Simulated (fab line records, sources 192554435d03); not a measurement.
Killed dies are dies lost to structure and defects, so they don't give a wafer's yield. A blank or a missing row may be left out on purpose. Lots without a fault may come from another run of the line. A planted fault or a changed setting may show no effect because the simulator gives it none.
Chamber matching | flow n5_finfet | N5_BEOL_M0_PRE_CLEAN_131 on cvd_co-01: 3 sister chambers
The step time 15 s. 6 wafers are shown with their chamber, then 11 later ones without.

WAFERS WITH THEIR CHAMBER
wafer  | chamber | heater_power_w (W)
L088.5 | 2       | 69
L089.5 | 1       | 77
L091.1 | 0       | 91
L091.2 | 2       | 71
L091.3 | 1       | 76
L091.4 | 0       | 93

WAFERS WITHOUT THEIR CHAMBER
wafer  | heater_power_w (W)
L091.5 | 75
L091.6 | 72
L094.1 | 71
L094.2 | 91
L094.3 | 77
L094.4 | 75
L094.5 | 70
L094.6 | 94
L096.1 | 71
L096.2 | 77
L096.5 | 91

WHICH CHAMBER EACH WENT THROUGH
wafer  | from the rows above | in truth
L091.5 | 1                   | 1
L091.6 | 2                   | 2
L094.1 | 2                   | 2
L094.2 | 0                   | 0
L094.3 | 1                   | 1
L094.4 | 1                   | 1
L094.5 | 2                   | 2
L094.6 | 0                   | 0
L096.1 | 2                   | 2
L096.2 | 1                   | 1
L096.5 | 0                   | 0
Placed correctly: 11 of 11. Can't be placed from these rows: 0. Placed wrongly: 0.
How it was worked out, from the rows above alone: a wafer's distance from a chamber is the root of the sum, over the readings, of the square of ((its reading less the chamber's mean) divided by the reading's scatter). The wafer belongs to the nearest chamber; if the next one is less than 2 further off, it can't be placed. A chamber's mean is the mean of its shown wafers. The scatter: the root of (the sum of the squares of (reading less its chamber's mean) over the shown wafers, divided by (wafers less chambers)).
